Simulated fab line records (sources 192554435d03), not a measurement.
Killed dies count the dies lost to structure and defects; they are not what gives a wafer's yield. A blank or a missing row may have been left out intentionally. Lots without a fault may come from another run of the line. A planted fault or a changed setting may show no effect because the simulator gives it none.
Matching of chambers | flow n5-finfet | N5_BEOL_M6_CURE_74 on uv-cure-02: 3 sister chambers
The step cures SiCOH lowk, time 240 s. 3 wafers are shown with their chamber, then 10 later ones without.

## WAFERS PAIRED WITH THEIR CHAMBERS
wafer  | chamber | wafer_temp_C_max
L082.3 | 1       | 387.0
L084.4 | 2       | 386.9
L092.4 | 0       | 386.2

## WAFERS WITH NO CHAMBER GIVEN
wafer  | wafer_temp_C_max
L092.6 | 386.2
L091.2 | 387.7
L091.4 | 387.2
L091.5 | 387.2
L094.2 | 388.2
L094.3 | 387.2
L094.6 | 387.6
L095.1 | 386.6
L095.3 | 386.6
L095.5 | 386.1

## EACH ONE'S CHAMBER
wafer  | from the rows above          | in truth
L092.6 | can't be placed: 0 or 2 or 1 | 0
L091.2 | can't be placed: 1 or 2 or 0 | 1
L091.4 | can't be placed: 1 or 2 or 0 | 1
L091.5 | can't be placed: 1 or 2 or 0 | 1
L094.2 | can't be placed: 1 or 2 or 0 | 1
L094.3 | can't be placed: 1 or 2 or 0 | 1
L094.6 | can't be placed: 1 or 2 or 0 | 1
L095.1 | can't be placed: 2 or 1 or 0 | 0
L095.3 | can't be placed: 2 or 1 or 0 | 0
L095.5 | can't be placed: 0 or 2 or 1 | 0
Correct placement for 0 of the 10. Unplaceable from these rows: 10, with the true chamber sitting among the candidates in 10. Wrongly placed: 0.
How it was worked out, from the rows above alone: a wafer's distance from a chamber is the root of the sum, over the readings, of the square of ((its reading less the chamber's mean) divided by the reading's scatter). If the next closest chamber is less than 2 further off than the closest, the wafer can't be placed; otherwise it belongs to the closest. For every chamber, the mean is computed from those of its wafers that are shown. The scatter (one wafer shown for each chamber): square how far every hidden wafer sits from the nearest shown wafer, average those squares and take the square root.
